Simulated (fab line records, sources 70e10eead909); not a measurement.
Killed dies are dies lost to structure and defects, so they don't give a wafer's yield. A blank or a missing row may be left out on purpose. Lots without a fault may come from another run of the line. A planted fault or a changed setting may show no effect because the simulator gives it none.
Chamber matching | flow nand_harc | NHARC_A_M1_STRIP_18 on rie_diel-01: 4 sister chambers
The step strips in N2/H2. 4 wafers are shown with their chamber, then 7 later ones without.

WAFERS WITH THEIR CHAMBER
wafer  | chamber | showerhead_plenum_p_Torr (Torr)
L084.5 | 0       | 2.01
L084.6 | 1       | 1.91
L089.1 | 3       | 1.96
L089.2 | 2       | 2.07

WAFERS WITHOUT THEIR CHAMBER
wafer  | showerhead_plenum_p_Torr (Torr)
L089.3 | 2.01
L092.1 | 2.07
L092.5 | 2.07
L092.6 | 1.90
L091.2 | 1.90
L091.4 | 2.07
L091.5 | 2.01

WHICH CHAMBER EACH WENT THROUGH
wafer  | from the rows above | in truth
L089.3 | 0                   | 0
L092.1 | 2                   | 2
L092.5 | 2                   | 2
L092.6 | 1                   | 1
L091.2 | 1                   | 1
L091.4 | 2                   | 2
L091.5 | 0                   | 0
Placed correctly: 7 of 7. Can't be placed from these rows: 0. Placed wrongly: 0.
How it was worked out, from the rows above alone: a wafer's distance from a chamber is the root of the sum, over the readings, of the square of ((its reading less the chamber's mean) divided by the reading's scatter). The wafer belongs to the nearest chamber; if the next one is less than 2 further off, it can't be placed. A chamber's mean is the mean of its shown wafers. The scatter: with one shown wafer a chamber, the root of the mean of the squares of how far each hidden wafer lies from its nearest shown one.
